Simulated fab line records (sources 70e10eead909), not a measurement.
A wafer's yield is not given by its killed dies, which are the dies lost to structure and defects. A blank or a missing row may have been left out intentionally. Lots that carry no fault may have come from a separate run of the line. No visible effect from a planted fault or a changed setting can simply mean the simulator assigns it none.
A struck lot beside a sound one / flow nandHarc / 14 out of 1302 route steps
Sound: these wafers, L261.1, L261.3, L261.6. Struck: wafer L271.6 (left out: L271.1, L271.3 of the same lot, which were not struck); the cause appears at the end.
Order at every step that has rows: each side's tool, ch and its chambers, its first start. Under that, the readings that differ: sound wafers / struck wafers / difference of the means / sigmas: that difference in standard deviations of wafers without a fault.
alike: readings whose means differ by less than 2 such deviations, and words and numbers that are the same on both sides. not compared: withheld readings, readings that some wafer has no value for, bounds like >300 that may hide the same value, and numbers for which the record gives no deviation and whose values overlap.
The two part at a step that has a row with sigmas, a row that says differs or no value, or rows on one side only. Numbers that don't overlap but have no deviation are shown without sigmas and don't part them. A reading missing from all wafers of one side parts the sides only when that side holds two or more wafers.

NHARC_P_CONTACT_OVL_MEAS_13:
  sound on overlay-01, day 7 21:05; struck on overlay-02, day 12 01:32
  alike: overlayXNm, overlayYNm
NHARC_P_CONTACT_INSPECT_14:
  sound on defectInspect-02, day 7 21:07; struck on defectInspect-02, day 12 01:35
  alike: rawDefectCount
NHARC_P_CONTACT_DESCUM_17: chemistry O2, time 3 s.
  sound on rieDiel-02 ch 1,2, day 7 21:11; struck on rieDiel-12 ch 2, day 12 01:39
reading=drypumpMotorCurrentA (A); sound=5.9 5.8 6.0; struck=5.0; difference=-0.9; sigmas=-2
reading=oesProductAu (a.u.); sound=0.985 1.008 0.984; struck=1.020; difference=+0.028; sigmas=+2
  alike: rfVppV, showerheadPlenumPTorr, throttleValvePct
  not compared: rfHoursCounterH
NHARC_P_CONTACT_ETCH_35: etches the open film in CF4, target depth 39 nm, time 65 s.
  sound on rieDiel-02 ch 0,1, day 7 21:17; struck on rieDiel-12 ch 2, day 12 01:44
reading=drypumpMotorCurrentA (A); sound=5.8 6.0 6.0; struck=5.0; difference=-0.9; sigmas=-2
  alike: oesProductAu, rfVppV, showerheadPlenumPTorr, throttleValvePct
  not compared: rfHoursCounterH
then, 3 steps without rows for these wafers: NHARC_P_CONTACT_ETCH_36 (etches the open film in N2/H2, target depth 260 nm, time 406.25 s); NHARC_P_CONTACT_ETCH_18 (etches the open film in C4F8/O2/Ar, target depth 481 nm, time 240.5 s); NHARC_P_CONTACT_STRIP_37 (strips in C4F8/O2/Ar).
NHARC_P_CONTACT_ETCH_31: etches the open film in CH3F/O2, target depth 30 nm, time 85.7 s.
  sound: rieDiel-02 ch 2,3; struck: rieDiel-12 ch 0
reading=rfVppV (V); sound=242.3 246.1 242.9; struck=247.2; difference=+3.4; sigmas=+2
reading=throttleValvePct (%); sound=20.646 20.659 20.658; struck=20.674; difference=+0.020; sigmas=+2
  alike: drypumpMotorCurrentA, oesProductAu, showerheadPlenumPTorr
  not compared: rfHoursCounterH
NHARC_P_CONTACT_CD_MEAS_19:
  sound on cdSem-02, day 7 22:04; struck on cdSem-03, day 12 02:30
reading=cdNm (nm); sound=93.9 89.7 89.6; struck=86.4; difference=-4.7; sigmas=-2
then, 2 steps without rows for these wafers: NHARC_P_CONTACT_STRIP_28 (strips in O2); NHARC_P_CONTACT_STRIP_29 (strips in post etch residue remover, time 1200 s).
NHARC_P_CONTACT_DEGAS_38: time 60 s.
  sound on pvdSputter-02, day 7 22:52; struck on pvdSputter-02, day 12 03:13
  alike: heaterPowerW
NHARC_P_CONTACT_PRE_CLEAN_39: time 19.5 s.
  sound on pvdSputter-02, day 7 22:56; struck on pvdSputter-02, day 12 03:18
reading=timeS (s); sound=19.5 19.5 19.5; struck=14.493; difference=-5.007; sigmas=
NHARC_P_CONTACT_PVD_32: deposits Ti, target thk 5 nm, time 17.7 s.
  sound on pvdSputter-02; struck on pvdSputter-02
  alike: throttleValvePct

== WHERE THEY PART ==
Last at NHARC_P_CONTACT_CD_MEAS_19 as far as this record goes, first at NHARC_P_CONTACT_DESCUM_17. Later steps at which nothing parts them and some readings are alike: NHARC_P_CONTACT_DEGAS_38, NHARC_P_CONTACT_PVD_32.

WHY: whatever the simulator had introduced
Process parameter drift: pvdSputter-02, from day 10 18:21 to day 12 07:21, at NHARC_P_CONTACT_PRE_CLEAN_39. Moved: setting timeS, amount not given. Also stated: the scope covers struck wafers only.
